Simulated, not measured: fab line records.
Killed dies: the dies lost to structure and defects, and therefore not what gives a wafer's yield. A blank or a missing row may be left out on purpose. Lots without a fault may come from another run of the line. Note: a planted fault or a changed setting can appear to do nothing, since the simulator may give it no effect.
Problem report, 8D (eight disciplines) form, completed by code	flow n5-finfet	the parts of the form that need people (team, actions taken, sign-off) are left out

1. WHAT IS WRONG
Mean of spin-speed-rpm at N5_BEOL_M11_COAT_63: 1259.7 rpm across 6 wafers in 2 lots; on wafers with no fault it is 1499.9 rpm (standard deviation 0.88). So: -99 or more standard deviations from the usual mean.
The step: time 60 s, resist thk 100 nm.
Seen first at day 14 08:46 on litho-track-04, wafer L837.4. At this step, 12 wafers from 4 lots have a number in the record. Rule for "out" (also "out of limits"): further than 4 standard deviations from the usual mean. Any other wafer with a number is counted as sound.

2. WHAT IT IS AND WHAT IT IS NOT
question	is	is not
which readings at this step	spin-speed-rpm	heater-power-total-W
which lots	L837, L839	L831, L840
which wafers of those lots	all that have a number	-
read on which tools	litho-track-04	litho-track-02
when	from day 14 08:46	up to then (3 sound wafers); but 3 sound wafers of L840 came after

3. SUSPECTS, AND WHAT RULES EACH OUT
Counting: a tool at any process step up to the reading remains a suspect when it ran all the lots that are out and ran no sound lot after the first of those.
- litho-track-04 at N5_BEOL_M11_COAT_63 (time 60 s, resist thk 100 nm): kept. All lots that are out passed through it, beginning with L837 at day 14 08:46, and no sound lot followed; its final sound lot before that point was L831 at day 12 07:52. On those wafers its own readings are out: spin-speed-rpm.
Left after counting: litho-track-04 at N5_BEOL_M11_COAT_63.

4. THE CAUSE (what the simulator had put in)
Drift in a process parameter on litho-track-04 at N5_BEOL_M11_COAT_63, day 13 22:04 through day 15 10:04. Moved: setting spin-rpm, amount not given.
After counting, this tool was the only one left.

5. SEQUENCE OF EFFECTS, ordered by route
One row per reading whose mean, taken over the struck wafers that have a number, lies over 3 standard deviations from the usual. Readings are gone through only where the record gives a usual standard deviation; hours: the median, over the lots, of the time from a lot's start at the first step in this table giving one to that lot's start at this step; sigmas: the change measured in usual standard deviations.
hours	step	reading	usual	on struck wafers	change	sigmas
0	N5_BEOL_M11_COAT_63	spin-speed-rpm	1499.9 rpm	1259.7	-240.2	-99 or more
Process steps it contains:
- N5_BEOL_M11_COAT_63: time 60 s, resist thk 100 nm.

6. HOW IT WOULD HAVE BEEN CAUGHT EARLIER
In this record the first reading out of limits was taken at day 14 08:46, 11 hours after the fault began at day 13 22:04.
